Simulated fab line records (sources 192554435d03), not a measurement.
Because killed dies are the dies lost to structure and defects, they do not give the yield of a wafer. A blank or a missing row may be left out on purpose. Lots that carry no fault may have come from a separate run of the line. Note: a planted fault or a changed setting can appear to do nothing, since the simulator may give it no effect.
Which tool is to blame? | flow n5 finfet | Sampling: 24 lots, 72 wafers, 6 of 1938 route steps

## WHAT EACH GAUGE READ, for each wafer
N5_BEOL_M13_INSPECT_55: inspects for defects (darkfield).
lot  | measured     | on                | raw defect count
L074 | day 11 01:58 | defect inspect-01 | 84 33 73
L075 | day 11 04:12 | defect inspect-02 | 57 62 64
L076 | day 11 11:17 | defect inspect-02 | 65 36 56
L077 | day 11 14:28 | defect inspect-02 | 39 37 74
L078 | day 12 05:49 | defect inspect-02 | 62 47 25
L079 | day 12 10:08 | defect inspect-02 | 62 67 52
L080 | day 12 17:30 | defect inspect-02 | 56 45 43
L081 | day 13 06:58 | defect inspect-02 | 82 42 48
L082 | day 13 13:38 | defect inspect-02 | 149 115 66
L083 | day 13 13:52 | defect inspect-02 | 127 97 126
L084 | day 13 21:41 | defect inspect-02 | 59 54 49
L085 | day 13 23:29 | defect inspect-02 | 61 63 66
L086 | day 14 13:26 | defect inspect-01 | 65 51 63
L088 | day 14 21:21 | defect inspect-01 | 75 71 98
L087 | day 15 00:51 | defect inspect-02 | 48 41 52
L089 | day 15 15:23 | defect inspect-02 | 103 80 99
L090 | day 15 17:05 | defect inspect-01 | 72 27 46
L091 | day 15 20:44 | defect inspect-02 | 106 132 104
L092 | day 16 03:13 | defect inspect-02 | 53 40 64
L094 | day 16 05:58 | defect inspect-02 | 117 79 91
L095 | day 16 07:01 | defect inspect-02 | 60 68 73
L093 | day 16 20:30 | defect inspect-02 | 50 53 58
L096 | day 17 08:54 | defect inspect-01 | 60 46 34
L097 | day 17 23:34 | defect inspect-01 | 88 62 55

N5_BEOL_M14_CD_MEAS_17: target cd 250 nm.
lot  | measured     | on        | cd nm (nm)
L074 | day 11 03:10 | cd sem-01 | 251.4 250.9 256.7
L075 | day 11 05:18 | cd sem-01 | 249.8 254.2 257.4
L076 | day 11 12:29 | cd sem-02 | 253.0 249.6 250.5
L077 | day 11 15:54 | cd sem-01 | 252.0 255.1 249.9
L078 | day 12 07:52 | cd sem-02 | 250.2 247.9 247.9
L079 | day 12 12:30 | cd sem-01 | 255.9 248.6 254.9
L080 | day 12 18:41 | cd sem-02 | 253.5 246.3 253.5
L081 | day 13 08:02 | cd sem-02 | 256.5 253.8 255.7
L082 | day 13 14:41 | cd sem-03 | 251.4 249.9 251.2
L083 | day 13 15:12 | cd sem-03 | 249.5 252.2 252.4
L084 | day 13 22:53 | cd sem-02 | 249.1 251.0 252.0
L085 | day 14 00:48 | cd sem-01 | 250.8 252.4 250.3
L086 | day 14 14:55 | cd sem-01 | 256.1 250.5 256.1
L088 | day 14 22:34 | cd sem-03 | 257.0 257.6 253.7
L087 | day 15 02:08 | cd sem-02 | 255.6 250.4 256.3
L089 | day 15 16:27 | cd sem-02 | 255.0 251.7 255.3
L090 | day 15 18:27 | cd sem-01 | 255.1 258.3 253.8
L091 | day 15 22:11 | cd sem-01 | 253.6 250.6 254.2
L092 | day 16 04:26 | cd sem-01 | 250.9 251.3 250.3
L094 | day 16 15:10 | cd sem-01 | 253.2 246.7 252.0
L095 | day 16 15:10 | cd sem-02 | 252.2 254.3 252.6
L093 | day 16 21:33 | cd sem-03 | 246.6 251.5 251.3
L096 | day 17 09:58 | cd sem-01 | 252.1 250.4 251.2
L097 | day 18 00:46 | cd sem-02 | 254.1 255.1 249.4

N5_BEOL_M14_THK_MEAS_50: measures by xrf.
lot  | measured     | on            | M14_THK (nm)
L074 | day 11 07:26 | film metro-02 | 561 532 565
L075 | day 11 08:28 | film metro-02 | 608 550 607
L076 | day 11 16:23 | film metro-02 | 541 566 571
L077 | day 11 20:37 | film metro-02 | 595 540 599
L078 | day 12 11:52 | film metro-02 | 542 570 555
L079 | day 12 16:54 | film metro-02 | 560 563 610
L080 | day 12 22:07 | film metro-01 | 561 526 546
L081 | day 13 13:26 | film metro-01 | 565 544 542
L082 | day 13 19:40 | film metro-02 | 535 539 575
L083 | day 13 22:28 | film metro-01 | 570 566 566
L084 | day 14 02:13 | film metro-01 | 540 525 559
L085 | day 14 03:56 | film metro-01 | 550 563 554
L086 | day 14 18:50 | film metro-02 | 588 530 518
L088 | day 15 01:11 | film metro-02 | 550 545 569
L087 | day 15 06:19 | film metro-01 | 589 586 524
L089 | day 15 20:18 | film metro-01 | 629 572 632
L090 | day 15 23:38 | film metro-02 | 588 591 526
L091 | day 16 02:31 | film metro-02 | 524 566 548
L092 | day 16 09:54 | film metro-02 | 557 550 557
L094 | day 16 21:05 | film metro-01 | 553 560 543
L095 | day 16 21:27 | film metro-01 | 535 528 540
L093 | day 17 03:37 | film metro-01 | 554 611 549
L096 | day 17 13:27 | film metro-01 | 534 548 553
L097 | day 18 03:31 | film metro-01 | 611 547 560

N5_BEOL_M14_INSPECT_55: inspects for defects (darkfield).
lot  | measured     | on                | raw defect count
L074 | day 11 07:35 | defect inspect-02 | 144 117 90
L075 | day 11 08:37 | defect inspect-01 | 110 110 87
L076 | day 11 16:32 | defect inspect-02 | 44 38 48
L077 | day 11 20:47 | defect inspect-02 | 53 47 57
L078 | day 12 12:01 | defect inspect-02 | 75 73 66
L079 | day 12 17:03 | defect inspect-02 | 121 157 97
L080 | day 12 22:16 | defect inspect-02 | 55 149 113
L081 | day 13 13:35 | defect inspect-02 | 45 41 63
L082 | day 13 19:49 | defect inspect-02 | 61 69 54
L083 | day 13 22:37 | defect inspect-02 | 67 62 81
L084 | day 14 02:23 | defect inspect-02 | 82 85 66
L085 | day 14 04:05 | defect inspect-02 | 64 56 63
L086 | day 14 18:59 | defect inspect-01 | 38 44 59
L088 | day 15 01:20 | defect inspect-02 | 118 112 101
L087 | day 15 06:28 | defect inspect-02 | 57 34 47
L089 | day 15 20:28 | defect inspect-01 | 58 78 46
L090 | day 15 23:47 | defect inspect-02 | 56 48 63
L091 | day 16 02:40 | defect inspect-01 | 122 81 84
L092 | day 16 10:04 | defect inspect-01 | 137 75 99
L094 | day 16 21:15 | defect inspect-01 | 63 35 30
L095 | day 16 21:36 | defect inspect-02 | 66 70 60
L093 | day 17 03:47 | defect inspect-02 | 83 116 65
L096 | day 17 13:36 | defect inspect-02 | 29 51 48
L097 | day 18 03:40 | defect inspect-02 | 73 64 79

## EACH LOT AND THE TOOL THAT RAN IT (in order: tool; ch and the chambers of the sampled wafers; start)
lot  | N5_BEOL_M14_PRE_CLEAN_42     | N5_BEOL_M14_ANNEAL_48
L074 | pvd sputter-02, day 11 06:20 | rtp anneal-01 ch 0, day 11 06:51
L075 | pvd sputter-02, day 11 07:22 | rtp anneal-01 ch 0, day 11 07:58
L076 | pvd sputter-03, day 11 15:17 | rtp anneal-02 ch 0, day 11 15:48
L077 | pvd sputter-03, day 11 19:31 | rtp anneal-02 ch 0, day 11 20:07
L078 | pvd sputter-01, day 12 10:46 | rtp anneal-02 ch 0, day 12 11:16
L079 | pvd sputter-03, day 12 15:48 | rtp anneal-02 ch 0, day 12 16:21
L080 | pvd sputter-01, day 12 20:47 | rtp anneal-01 ch 0, day 12 21:34
L081 | pvd sputter-02, day 13 12:20 | rtp anneal-01 ch 0, day 13 12:50
L082 | pvd sputter-03, day 13 16:32 | rtp anneal-02 ch 0, day 13 19:04
L083 | pvd sputter-03, day 13 18:59 | rtp anneal-01 ch 0, day 13 21:54
L084 | pvd sputter-03, day 14 01:07 | rtp anneal-02 ch 0, day 14 01:43
L085 | pvd sputter-03, day 14 02:29 | rtp anneal-02 ch 0, day 14 03:20
L086 | pvd sputter-02, day 14 17:38 | rtp anneal-01 ch 0, day 14 18:20
L088 | pvd sputter-03, day 15 00:04 | rtp anneal-02 ch 0, day 15 00:34
L087 | pvd sputter-02, day 15 05:13 | rtp anneal-01 ch 0, day 15 05:49
L089 | pvd sputter-01, day 15 19:00 | rtp anneal-02 ch 0, day 15 19:46
L090 | pvd sputter-02, day 15 22:32 | rtp anneal-02 ch 0, day 15 23:10
L091 | pvd sputter-03, day 16 01:25 | rtp anneal-01 ch 0, day 16 01:56
L092 | pvd sputter-01, day 16 08:40 | rtp anneal-02 ch 0, day 16 09:19
L094 | pvd sputter-02, day 16 19:59 | rtp anneal-02 ch 0, day 16 20:32
L095 | pvd sputter-01, day 16 20:21 | rtp anneal-01 ch 0, day 16 20:59
L093 | pvd sputter-03, day 17 02:28 | rtp anneal-02 ch 0, day 17 03:02
L096 | pvd sputter-03, day 17 12:20 | rtp anneal-01 ch 0, day 17 12:52
L097 | pvd sputter-03, day 18 02:25 | rtp anneal-02 ch 0, day 18 02:58
- N5_BEOL_M14_PRE_CLEAN_42: time 30 s.
- N5_BEOL_M14_ANNEAL_48: time 90 s.

## WHAT THE TOOLS THEMSELVES READ (means of the sampled wafers that have a number; where no wafer has one, the mark that the record gives instead)
N5_BEOL_M14_PRE_CLEAN_42.
lot  | tool           | heater power w (W)
L074 | pvd sputter-02 | 480
L075 | pvd sputter-02 | 467
L076 | pvd sputter-03 | 426
L077 | pvd sputter-03 | 501
L078 | pvd sputter-01 | 462
L079 | pvd sputter-03 | 461
L080 | pvd sputter-01 | 438
L081 | pvd sputter-02 | 462
L082 | pvd sputter-03 | 502
L083 | pvd sputter-03 | 501
L084 | pvd sputter-03 | 505
L085 | pvd sputter-03 | 461
L086 | pvd sputter-02 | 450
L088 | pvd sputter-03 | 494
L087 | pvd sputter-02 | 487
L089 | pvd sputter-01 | 460
L090 | pvd sputter-02 | 449
L091 | pvd sputter-03 | 420
L092 | pvd sputter-01 | 429
L094 | pvd sputter-02 | 474
L095 | pvd sputter-01 | 458
L093 | pvd sputter-03 | 428
L096 | pvd sputter-03 | 462
L097 | pvd sputter-03 | 530

N5_BEOL_M14_ANNEAL_48.
lot  | tool          | anneal temp c (C) | wafer_temp_C_max
L074 | rtp anneal-01 | 225.01            | 226.2
L075 | rtp anneal-01 | 224.95            | 226.0
L076 | rtp anneal-02 | 224.95            | 226.8
L077 | rtp anneal-02 | 225.10            | 227.2
L078 | rtp anneal-02 | 224.78            | 226.8
L079 | rtp anneal-02 | 225.20            | 226.9
L080 | rtp anneal-01 | 224.97            | 226.2
L081 | rtp anneal-01 | 225.18            | 226.1
L082 | rtp anneal-02 | 225.10            | 226.7
L083 | rtp anneal-01 | 224.81            | 226.1
L084 | rtp anneal-02 | 225.07            | 226.8
L085 | rtp anneal-02 | 225.23            | 226.6
L086 | rtp anneal-01 | 225.15            | 226.1
L088 | rtp anneal-02 | 224.97            | 226.9
L087 | rtp anneal-01 | 224.89            | 225.9
L089 | rtp anneal-02 | 225.05            | 226.8
L090 | rtp anneal-02 | 225.12            | 226.2
L091 | rtp anneal-01 | 225.10            | 226.1
L092 | rtp anneal-02 | 224.84            | 226.8
L094 | rtp anneal-02 | 225.12            | 226.6
L095 | rtp anneal-01 | 225.00            | 226.1
L093 | rtp anneal-02 | 225.19            | 226.7
L096 | rtp anneal-01 | 224.95            | 225.9
L097 | rtp anneal-02 | 225.05            | 226.7

## THE ANSWER, worked out from the rows above alone
Rule: the lots themselves supply what counts as usual. The widest of any qualifying gaps counts: lots, ordered by their means at a reading, are off when they make up no more than a third of the lots, leave a main group of 4 or more, and stand apart from it by 3 or more times the standard deviation of that group's means. Not used: any main group whose means are identical at the precision the tables above print for the reading. A lot without any number at a reading at which 4 lots or more have one is off too. The other lots that the step has rows for count as sound. First the gauges in route order, then the tools' own readings, where a lot's mean is used as printed above. The first step at which some lot is off is used, and at that step the reading that is off furthest; a lot without a number counts as furthest.
None of the lots is off at any reading shown; this tells nothing.

## WHAT HAD BEEN PUT IN BY THE SIMULATOR
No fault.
